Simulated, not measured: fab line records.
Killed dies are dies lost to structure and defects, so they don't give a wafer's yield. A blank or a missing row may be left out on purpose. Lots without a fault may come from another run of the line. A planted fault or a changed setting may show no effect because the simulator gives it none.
fab line records	flow nand_harc	part 1 of 2: steps 1 to 22 of 32
record lots=5	wafers=15	last_day=33
route steps=1302 shown A_CHANNEL_HOLE_D2@605 A_CHANNEL_FILL_D2@610 A_STAIRCASE@639
lots untouched by any fault: they come from a run of this same line in which no faults occurred
start_h: hours from the record's opening day to when the first of the lot's shown wafers began	wait_h: how many hours have passed since the lot's step before this one	" the same as in the row above	L1.1+2: a row that stands for several wafers	- no value present, or no start provided	* or withheld: withheld	< > ~ a bound
route shown NAME@n: names a module that has steps shown in the file, with the first one's number in the route	usual: the fault-free wafers' mean and standard deviation	same: alike in all rows	chamber/n: place in a boat	sites: the reading at each site	_std_site: the standard deviation of these	_edge_site: inner sites' mean taken away from outer sites' mean	radius_mm: for every site, how far away it sits from the centre of the wafer	mask NAME#n: copy n	behind: the tool/chamber that last shaped the wafer	hold: reason for holding the lot/hours on hold/outcome of the hold	device: transistor that didn't switch, given as n, p or np	end of line: tests of these same wafers at the route's end	where a step has no rows: the recipe by itself	killed: at the first sort, the dies lost to defects and structure; wafer yield is something else	map: shows each die of a wafer: x if killed, . if not, _ if none is there
set.NAME: the run value of the setting; set.NAME@STEP: its run value at that earlier step	model.NAME: the simulator's own value behind a step, which no gauge read
a table for each step, a row for each wafer; lots at some steps of the route
services: the hour from which a tool's chamber was out of use, counted from the record's first day as start_h (under 0 if before that day), plus the number of hours and why
## steps
# step NHARC_A_CHANNEL_HOLE_D2_PRECLEAN_29
# recipe time_s=*	temp_c=50	bath_age_min=0	chemistry=SC1
# usual nh4oh_flow_mL_min=28.29/0.097
lot.wafer	tool	chamber	start_h	wait_h	nh4oh_flow_mL_min
L077.6	wet_bench-02	3	340.29	-	28.27
L077.2	"	4	"	"	28.33
L077.1	"	5	"	"	28.18
L086.6	wet_bench-01	2	404.68	-	28.23
L086.2	"	5	"	"	28.27
L086.3	"	6	"	"	28.44
L091.3	wet_bench-03	0	460.13	-	28.35
L091.4	"	2	"	"	28.28
L091.5	"	3	"	"	28.21
L093.2	wet_bench-03	6	494.04	-	28.19
L093.6	"	7	"	"	28.38
L093.3	"	0	"	"	28.26
L094.6	wet_bench-02	3	503.77	-	28.28
L094.5	"	5	"	"	28.32
L094.2	"	6	"	"	28.20
# step NHARC_A_CHANNEL_HOLE_D2_SRD_30
lot.wafer	tool	chamber	start_h	wait_h
L077.6+2+1	wet_bench-02	3,4,5	340.36	0.1
L086.6+2+3	wet_bench-01	2,5,6	-	-
L091.3+4+5	wet_bench-03	0,2,3	-	-
L093.2+6+3	wet_bench-03	6,7,0	-	-
L094.6+5+2	wet_bench-02	3,5,6	-	-
# step NHARC_A_CHANNEL_HOLE_D2_CD_MEAS_31
# usual cd_nm=89.9/0.87
lot.wafer	tool	chamber	start_h	wait_h	cd_nm
L077.1	cd_sem-01	-	340.47	0.1	89.4
L077.2	"	-	"	"	88.6
L077.6	"	-	"	"	89.4
L086.2	cd_sem-02	-	404.82	-	90.5
L086.3	"	-	"	"	88.9
L086.6	"	-	"	"	88.3
L091.3	cd_sem-03	-	460.26	-	87.6
L091.4	"	-	"	"	88.1
L091.5	"	-	"	"	89.6
L093.2	cd_sem-03	-	494.17	-	88.8
L093.3	"	-	"	"	88.7
L093.6	"	-	"	"	89.2
L094.2	cd_sem-01	-	503.91	-	92.0
L094.5	"	-	"	"	89.7
L094.6	"	-	"	"	89.8
# step NHARC_A_CHANNEL_HOLE_D2_XSEM_32
# recipe landing_energy_ev=35000
# usual bot_cd_nm=74.5/0.96	bow_nm=8.58/0.27	tilt_deg=0.08/0.041
lot.wafer	tool	chamber	start_h	wait_h	bot_cd_nm	bow_nm	tilt_deg
L077.1	xsem-01	0	340.55	0.1	73.3	8.58	0.03
L077.2	"	0	"	"	72.8	8.63	0.03
L077.6	"	0	"	"	73.8	8.53	0.03
L086.2	xsem-01	0	404.90	0.1	74.3	8.94	0.02
L086.3	"	0	"	"	73.7	9.02	0.02
L086.6	"	0	"	"	72.8	9.01	0.02
L091.3	xsem-02	0	460.35	0.1	73.2	8.41	0.04
L091.4	"	0	"	"	73.5	8.39	0.04
L091.5	"	0	"	"	75.7	8.47	0.04
L093.2	xsem-02	0	494.26	0.1	73.9	8.26	0.04
L093.3	"	0	"	"	74.2	8.22	0.04
L093.6	"	0	"	"	74.4	8.24	0.04
L094.2	xsem-02	0	504.01	0.1	75.7	8.18	0.10
L094.5	"	0	"	"	73.9	8.15	0.10
L094.6	"	0	"	"	74.4	8.13	0.10
# step NHARC_A_CHANNEL_HOLE_D2_INSPECT_40
# usual raw_defect_count=269/69
lot.wafer	tool	chamber	start_h	wait_h	raw_defect_count
L077.1	defect_inspect-02	-	340.65	-	329
L077.2	"	-	"	"	207
L077.6	"	-	"	"	219
L086.2	defect_inspect-02	-	405.00	-	253
L086.3	"	-	"	"	277
L086.6	"	-	"	"	223
L091.3	defect_inspect-02	-	460.44	-	283
L091.4	"	-	"	"	172
L091.5	"	-	"	"	229
L093.2	defect_inspect-01	-	494.36	-	374
L093.3	"	-	"	"	291
L093.6	"	-	"	"	231
L094.2	defect_inspect-01	-	504.10	-	154
L094.5	"	-	"	"	258
L094.6	"	-	"	"	179
# step NHARC_A_CHANNEL_FILL_D2_PRECLEAN_00
# recipe time_s=*	temp_c=50	bath_age_min=0	chemistry=SC1
# usual nh4oh_flow_mL_min=28.29/0.097
lot.wafer	tool	chamber	start_h	wait_h	nh4oh_flow_mL_min
L077.6	wet_bench-05	2	340.72	0.1	28.24
L077.1	"	3	"	"	28.36
L077.2	"	4	"	"	28.40
L086.2	wet_bench-09	3	405.06	0.1	28.25
L086.6	"	4	"	"	28.20
L086.3	"	6	"	"	28.26
L091.3	wet_bench-05	7	460.49	0.0	28.14
L091.5	"	0	"	"	28.20
L091.4	"	3	"	"	28.40
L093.2	wet_bench-06	2	494.41	0.0	28.27
L093.6	"	5	"	"	28.28
L093.3	"	7	"	"	28.36
L094.5	wet_bench-09	6	504.16	0.1	28.22
L094.2	"	0	"	"	28.34
L094.6	"	2	"	"	28.34
# step NHARC_A_CHANNEL_FILL_D2_SRD_01
lot.wafer	tool	chamber	start_h	wait_h
L077.6+1+2	wet_bench-05	2,3,4	-	-
L086.2+6+3	wet_bench-09	3,4,6	-	-
L091.3+5+4	wet_bench-05	7,0,3	-	-
L093.2+6+3	wet_bench-06	2,5,7	-	-
L094.5+2+6	wet_bench-09	6,0,2	-	-
# step NHARC_A_CHANNEL_FILL_D2_ALD_02
# recipe target_thk_a=60	pulse_time_s=10	ald_cycles=60	temp_c=300	material=SiO2
# usual heater_power_w=457/48	precursor_pulse_height_rel=0.998/0.019
# same pulse_time_s=10
lot.wafer	tool	chamber	start_h	wait_h	heater_power_w	precursor_pulse_height_rel	since_wet_clean_h
L077.1	ald_hk-02	0	340.84	-	514	0.972	161
L077.2	"	1	"	"	467	0.996	161
L077.6	"	0	"	"	517	0.997	-
L086.2	ald_hk-04	3	405.27	-	472	0.986	139
L086.3	"	0	"	"	453	1.020	139
L086.6	"	3	"	"	478	0.991	-
L091.4	ald_hk-02	3	460.64	-	472	0.972	103
L091.3	"	2	"	"	546	0.991	103
L091.5	"	0	"	"	518	0.979	-
L093.2	ald_hk-04	1	497.24	-	401	1.004	53
L093.3	"	3	"	"	481	0.987	53
L093.6	"	0	"	"	442	0.981	-
L094.2	ald_hk-04	0	504.44	-	439	1.020	61
L094.6	"	2	"	"	402	1.000	-
L094.5	"	3	"	"	488	0.989	-
# step NHARC_A_CHANNEL_FILL_D2_ALD_03
# recipe target_thk_a=60	pulse_time_s=60	ald_cycles=58	temp_c=630	pressure_torr=2	material=SiNx
# usual precursor_pulse_height_rel=0.997/0.02
# same pulse_time_s=60
lot.wafer	tool	chamber	start_h	wait_h	precursor_pulse_height_rel
L077.1	ald_sin_batch-01	0	-	-	1.013
L077.2	"	0	"	"	1.006
L077.6	"	0	"	"	1.005
L086.2	ald_sin_batch-02	0	-	-	0.966
L086.3	"	0	"	"	1.014
L086.6	"	0	"	"	0.996
L091.3	ald_sin_batch-01	0	-	-	0.995
L091.4	"	0	"	"	0.987
L091.5	"	0	"	"	1.016
L093.2	ald_sin_batch-01	0	-	-	1.021
L093.3	"	0	"	"	0.981
L093.6	"	0	"	"	1.002
L094.2	ald_sin_batch-02	0	-	-	1.015
L094.5	"	0	"	"	0.976
L094.6	"	0	"	"	0.970
# step NHARC_A_CHANNEL_FILL_D2_ALD_14
# recipe target_thk_a=25	pulse_time_s=10	ald_cycles=25	temp_c=300	material=SiO2
# usual heater_power_w=453/51	precursor_pulse_height_rel=1.001/0.022
# same pulse_time_s=10
lot.wafer	tool	chamber	start_h	wait_h	heater_power_w	precursor_pulse_height_rel	since_wet_clean_h
L077.2	ald_hk-04	1	347.95	0.1	413	1.022	82
L077.1	"	3	"	"	478	1.032	82
L077.6	"	1	"	"	404	0.978	-
L086.2	ald_hk-03	2	412.20	0.0	392	0.994	12
L086.3	"	3	"	"	454	1.009	12
L086.6	"	2	"	"	396	0.986	-
L091.3	ald_hk-04	0	467.21	0.0	435	0.962	23
L091.4	"	3	"	"	471	1.016	23
L091.5	"	1	"	"	419	1.010	-
L093.2	ald_hk-02	2	504.23	0.0	540	0.984	146
L093.3	"	0	"	"	531	1.022	146
L093.6	"	3	"	"	462	1.003	-
L094.2	ald_hk-03	0	511.57	0.3	415	1.037	112
L094.6	"	3	"	"	439	0.990	-
L094.5	"	0	"	"	412	0.995	-
# step NHARC_A_CHANNEL_FILL_D2_ALD_15
# recipe target_thk_a=20	pulse_time_s=60	ald_cycles=19	temp_c=630	pressure_torr=2	material=SiNx
# usual precursor_pulse_height_rel=1.001/0.02
# same pulse_time_s=60
lot.wafer	tool	chamber	start_h	wait_h	precursor_pulse_height_rel
L077.1	ald_sin_batch-02	0	-	-	0.993
L077.2	"	0	"	"	1.044
L077.6	"	0	"	"	0.991
L086.2	ald_sin_batch-03	0	415.54	3.3	1.002
L086.3	"	0	"	"	1.016
L086.6	"	0	"	"	0.951
L091.3	ald_sin_batch-02	0	-	-	0.996
L091.4	"	0	"	"	1.040
L091.5	"	0	"	"	0.982
L093.2	ald_sin_batch-01	0	-	-	1.002
L093.3	"	0	"	"	1.001
L093.6	"	0	"	"	1.005
L094.2	ald_sin_batch-01	0	-	-	1.002
L094.5	"	0	"	"	1.000
L094.6	"	0	"	"	1.010
# step NHARC_A_CHANNEL_FILL_D2_ALD_16
# recipe target_thk_a=15	pulse_time_s=10	ald_cycles=15	temp_c=300	material=SiO2
# usual heater_power_w=454/51	precursor_pulse_height_rel=1.000/0.023
# same pulse_time_s=10
lot.wafer	tool	chamber	start_h	wait_h	heater_power_w	precursor_pulse_height_rel	since_wet_clean_h
L077.1	ald_hk-04	2	353.22	0.2	434	0.996	87
L077.2	"	3	"	"	464	0.961	87
L077.6	"	3	"	"	483	0.996	-
L086.2	ald_hk-02	1	417.61	0.0	441	1.000	60
L086.3	"	0	"	"	526	0.970	60
L086.6	"	2	"	"	558	0.989	-
L091.3	ald_hk-03	2	472.39	0.1	392	1.005	72
L091.4	"	1	"	"	348	1.026	73
L091.5	"	3	"	"	441	1.009	-
L093.2	ald_hk-02	1	509.43	0.0	437	0.968	151
L093.3	"	3	"	"	471	1.014	152
L093.6	"	2	"	"	535	1.007	-
L094.2	ald_hk-02	1	516.54	0.1	454	0.986	159
L094.5	"	0	"	"	538	0.995	-
L094.6	"	1	"	"	454	0.991	-
# step NHARC_A_CHANNEL_FILL_D2_ANNEAL_17
# recipe temp_c=850	time_s=1800
# usual spike_tc_lower_C=851.2/1.9
lot.wafer	tool	chamber	start_h	wait_h	spike_tc_lower_C
L077.1	furnace-03	0	356.43	-	851.5
L077.2	"	0	"	"	853.2
L077.6	"	0	"	"	851.9
L086.2	furnace-04	0	421.84	-	851.1
L086.3	"	0	"	"	850.6
L086.6	"	0	"	"	850.0
L091.3	furnace-07	0	473.43	-	848.6
L091.4	"	0	"	"	849.2
L091.5	"	0	"	"	849.4
L093.2	furnace-07	0	513.16	-	850.8
L093.3	"	0	"	"	850.0
L093.6	"	0	"	"	849.5
L094.2	furnace-03	0	519.87	3.3	853.8
L094.5	"	0	"	"	852.0
L094.6	"	0	"	"	853.2
# step NHARC_A_CHANNEL_FILL_D2_CVD_18
# recipe target_thk_a=30	temp_c=550	material=poly-Si
# usual spike_tc_lower_C=551.0/1.9
lot.wafer	tool	chamber	start_h	wait_h	spike_tc_lower_C
L077.1	lpcvd_poly-01	0	362.89	-	552.4
L077.2	"	0	"	"	551.8
L077.6	"	0	"	"	554.0
L086.2	lpcvd_poly-01	0	428.30	-	554.0
L086.3	"	0	"	"	552.8
L086.6	"	0	"	"	554.2
L091.3	lpcvd_poly-03	0	479.80	-	551.2
L091.4	"	0	"	"	549.6
L091.5	"	0	"	"	549.9
L093.2	lpcvd_poly-02	0	519.66	-	549.2
L093.3	"	0	"	"	550.6
L093.6	"	0	"	"	549.7
L094.2	lpcvd_poly-03	0	526.29	-	549.5
L094.5	"	0	"	"	548.9
L094.6	"	0	"	"	550.2
# step NHARC_A_CHANNEL_FILL_D2_ETCHBACK_19
# recipe target_depth_a=50	time_s=1.7	hbr_flow_sccm=150	cl2_flow_sccm=50	rf_w=400	icp_w=400	bias_w=100	chemistry=HBr/Cl2
# usual chamber_pressure_mTorr=15.001/0.014	drypump_motor_current_A=6.0/0.46	he_backside_leak_sccm=2.78/0.28	mfc_cl2_sccm=50.01/0.15	oes_product_au=0.999/0.0072	rf_fwd_power_W=390.4/1.5	throttle_valve_pct=26.404/0.0099
lot.wafer	tool	chamber	start_h	wait_h	chamber_pressure_mTorr	drypump_motor_current_A	he_backside_leak_sccm	mfc_cl2_sccm	oes_product_au	rf_fwd_power_W	rf_hours_counter_h	throttle_valve_pct
L077.2	rie_si-02	1	364.96	0.4	14.995	6.1	2.88	49.98	1.010	390.0	0.44	26.401
L077.1	"	2	"	"	14.998	5.7	2.23	49.84	1.012	389.1	0.52	26.413
L077.6	"	0	"	"	15.026	6.1	2.83	49.85	0.990	393.5	-	26.408
L086.2	rie_si-04	2	430.38	0.4	14.998	5.9	2.98	50.03	0.997	388.9	0.29	26.394
L086.3	"	3	"	"	14.995	6.4	2.64	50.28	1.004	390.2	0.38	26.396
L086.6	"	1	"	"	14.992	6.4	2.82	49.94	0.999	393.0	-	26.421
L091.3	rie_si-02	2	481.86	0.4	15.012	5.7	2.33	49.82	0.993	392.9	0.11	26.400
L091.4	"	3	"	"	14.981	6.6	2.46	50.07	0.997	390.3	0.09	26.405
L091.5	"	2	"	"	15.006	5.6	2.38	49.98	0.986	391.2	-	26.396
L093.3	rie_si-02	3	521.71	0.4	14.991	6.6	2.53	50.00	0.981	390.9	0.30	26.406
L093.2	"	0	"	"	14.999	6.1	2.94	49.82	0.999	393.1	0.23	26.425
L093.6	"	3	"	"	15.005	6.6	2.69	50.15	0.991	389.5	-	26.381
L094.2	rie_si-01	0	528.35	0.4	15.014	4.9	3.09	50.01	1.019	391.0	0.84	26.394
L094.5	"	3	"	"	14.996	5.7	3.01	50.03	1.007	387.9	-	26.409
L094.6	"	0	"	"	15.019	4.9	3.05	50.05	1.015	391.6	-	26.398
# step NHARC_A_CHANNEL_FILL_D2_ETCHBACK_20
# recipe target_depth_a=270	time_s=13.5	c4f8_flow_sccm=withheld	o2_flow_sccm=8	ar_flow_sccm=withheld	rf_w=600	bias_w=1500	chemistry=C4F8/O2/Ar
# usual chamber_pressure_mTorr=24.998/0.022	oes_product_au=0.978/0.028	rf_fwd_power_W=587/3.1	rf_vpp_V=979/7.6
lot.wafer	tool	chamber	start_h	wait_h	chamber_pressure_mTorr	oes_product_au	rf_fwd_power_W	rf_hours_counter_h	rf_vpp_V
L077.1	rie_diel-12	0	365.06	-	24.984	1.002	585	3.5	988
L077.2	"	2	"	"	25.009	1.000	583	3.2	981
L077.6	"	1	"	"	24.991	1.001	588	-	984
L086.2	rie_diel-12	0	430.49	-	24.979	1.002	586	5.1	988
L086.3	"	2	"	"	24.977	0.993	585	4.7	979
L086.6	"	1	"	"	25.020	1.001	587	-	984
L091.3	rie_diel-12	2	481.99	-	25.025	0.956	586	1.0	983
L091.4	"	3	"	"	25.016	0.948	583	1.1	971
L091.5	"	2	"	"	24.994	0.968	586	-	980
L093.2	rie_diel-02	2	521.84	-	24.980	0.991	587	3.0	990
L093.3	"	1	"	"	25.013	1.000	588	2.6	969
L093.6	"	3	"	"	24.983	0.989	592	-	987
L094.2	rie_diel-12	2	528.46	-	24.940	0.922	584	2.6	980
L094.6	"	2	"	"	25.031	0.916	584	-	981
L094.5	"	3	"	"	25.018	0.919	585	-	971
# step NHARC_A_CHANNEL_FILL_D2_STRIP_28
# recipe time_s=20	o2_flow_sccm=500	ar_flow_sccm=0	bias_w=0	chemistry=O2
# usual chamber_pressure_mTorr=60.00/0.049	drypump_motor_current_A=5.6/0.56	oes_product_au=0.999/0.0078	rf_vpp_V=57.8/0.97	showerhead_plenum_p_Torr=3.55/0.19	throttle_valve_pct=17.037/0.0092
lot.wafer	tool	chamber	start_h	wait_h	chamber_pressure_mTorr	drypump_motor_current_A	oes_product_au	rf_hours_counter_h	rf_vpp_V	showerhead_plenum_p_Torr	throttle_valve_pct
L077.2	rie_diel-12	0	365.16	0.1	59.93	6.1	0.990	3.5	57.4	3.76	17.044
L077.1	"	2	"	"	59.97	5.8	0.998	3.2	58.3	3.58	17.053
L077.6	"	0	"	"	60.04	6.1	0.986	-	60.8	3.76	17.031
L086.2	rie_diel-12	0	430.61	0.1	59.98	6.1	1.005	5.2	58.5	3.76	17.038
L086.3	"	2	"	"	59.90	5.8	1.010	4.7	57.5	3.58	17.032
L086.6	"	0	"	"	59.99	6.1	1.003	-	58.1	3.76	17.045
L091.4	rie_diel-12	0	482.11	0.1	60.00	6.1	0.996	0.8	58.2	3.76	17.048
L091.3	"	1	"	"	60.01	6.5	0.993	0.8	59.1	3.68	17.028
L091.5	"	3	"	"	60.02	5.5	0.994	-	56.3	3.35	17.036
L093.3	rie_diel-02	0	521.93	0.1	59.95	4.8	0.996	2.6	56.8	3.30	17.043
L093.2	"	1	"	"	60.02	5.7	1.015	2.6	55.7	3.32	17.026
L093.6	"	0	"	"	60.03	4.8	0.997	-	56.2	3.30	17.044
L094.2	rie_diel-12	3	528.57	0.1	59.93	5.5	0.996	3.1	58.6	3.35	17.050
L094.5	"	3	"	"	60.04	5.5	0.999	-	57.4	3.35	17.057
L094.6	"	1	"	"	59.93	6.5	0.993	-	59.0	3.68	17.017
# step NHARC_A_CHANNEL_FILL_D2_PRECLEAN_21
# recipe time_s=30	chemistry=dHF
lot.wafer	tool	chamber	start_h	wait_h
L077.1+6+2	wet_bench-06	6,7,0	365.26	-
L086.2+3+6	wet_bench-09	7,1,2	430.70	-
L091.5+4+3	wet_bench-06	7,0,2	482.21	-
L093.3+6+2	wet_bench-09	1,4,6	522.03	-
L094.5+6+2	wet_bench-09	1,2,3	528.69	-
# step NHARC_A_CHANNEL_FILL_D2_SRD_23
lot.wafer	tool	chamber	start_h	wait_h
L077.1+6+2	wet_bench-06	6,7,0	365.28	0.0
L086.2+3+6	wet_bench-09	7,1,2	430.73	0.0
L091.5+4+3	wet_bench-06	7,0,2	482.23	0.0
L093.3+6+2	wet_bench-09	1,4,6	522.06	0.0
L094.5+6+2	wet_bench-09	1,2,3	528.70	0.0
# step NHARC_A_CHANNEL_FILL_D2_CVD_05
# recipe target_thk_a=50	temp_c=550	material=poly-Si
# usual spike_tc_lower_C=550.5/1.9
lot.wafer	tool	chamber	start_h	wait_h	spike_tc_lower_C
L077.1	lpcvd_poly-03	0	367.56	2.3	549.6
L077.2	"	0	"	"	550.3
L077.6	"	0	"	"	550.8
L086.2	lpcvd_poly-03	0	432.98	2.3	548.5
L086.3	"	0	"	"	549.2
L086.6	"	0	"	"	550.4
L091.3	lpcvd_poly-01	0	484.55	-	554.5
L091.4	"	0	"	"	552.8
L091.5	"	0	"	"	551.7
L093.2	lpcvd_poly-02	0	524.49	2.4	547.4
L093.3	"	0	"	"	549.8
L093.6	"	0	"	"	550.2
L094.2	lpcvd_poly-01	0	531.02	2.3	554.4
L094.5	"	0	"	"	553.2
L094.6	"	0	"	"	552.7
# step NHARC_A_CHANNEL_FILL_D2_ANNEAL_22
# recipe temp_c=620	time_s=7200
# usual spike_tc_lower_C=620.1/1.6
lot.wafer	tool	chamber	start_h	wait_h	spike_tc_lower_C
L077.1	furnace-07	0	372.66	3.3	619.1
L077.2	"	0	"	"	620.6
L077.6	"	0	"	"	619.0
L086.2	furnace-07	0	437.75	2.9	620.1
L086.3	"	0	"	"	618.2
L086.6	"	0	"	"	618.9
L091.3	furnace-07	0	489.31	2.9	619.9
L091.4	"	0	"	"	618.6
L091.5	"	0	"	"	619.7
L093.2	furnace-04	0	533.35	7.0	619.4
L093.3	"	0	"	"	619.0
L093.6	"	0	"	"	621.1
L094.2	furnace-04	0	533.35	0.5	618.8
L094.5	"	0	"	"	619.7
L094.6	"	0	"	"	619.0
# step NHARC_A_CHANNEL_FILL_D2_ALD_25
# recipe target_thk_a=600	pulse_time_s=10	ald_cycles=600	temp_c=300	material=SiOx
# usual heater_power_w=446/48	precursor_pulse_height_rel=1.001/0.021
# same pulse_time_s=10
lot.wafer	tool	chamber	start_h	wait_h	heater_power_w	precursor_pulse_height_rel	since_wet_clean_h
L077.2	ald_hk-03	1	376.77	0.1	356	0.983	156
L077.1	"	0	378.64	1.9	467	0.979	158
L077.6	"	1	"	"	343	0.967	-
L086.2	ald_hk-02	0	442.47	0.7	522	1.010	86
L086.3	"	1	"	"	448	0.991	86
L086.6	"	0	444.92	3.1	511	0.985	-
L091.4	ald_hk-04	1	494.03	0.7	410	0.999	51
L091.3	"	2	"	"	404	0.982	52
L091.5	"	1	496.54	3.2	408	1.050	-
L094.2	ald_hk-04	0	537.95	0.7	443	0.992	95
L094.6	"	3	539.80	2.5	481	0.980	-
L094.5	"	0	"	"	444	1.018	-
L093.3	ald_hk-03	3	539.67	2.4	457	0.948	141
L093.2	"	0	"	"	421	1.013	141
L093.6	"	1	"	"	359	1.004	-
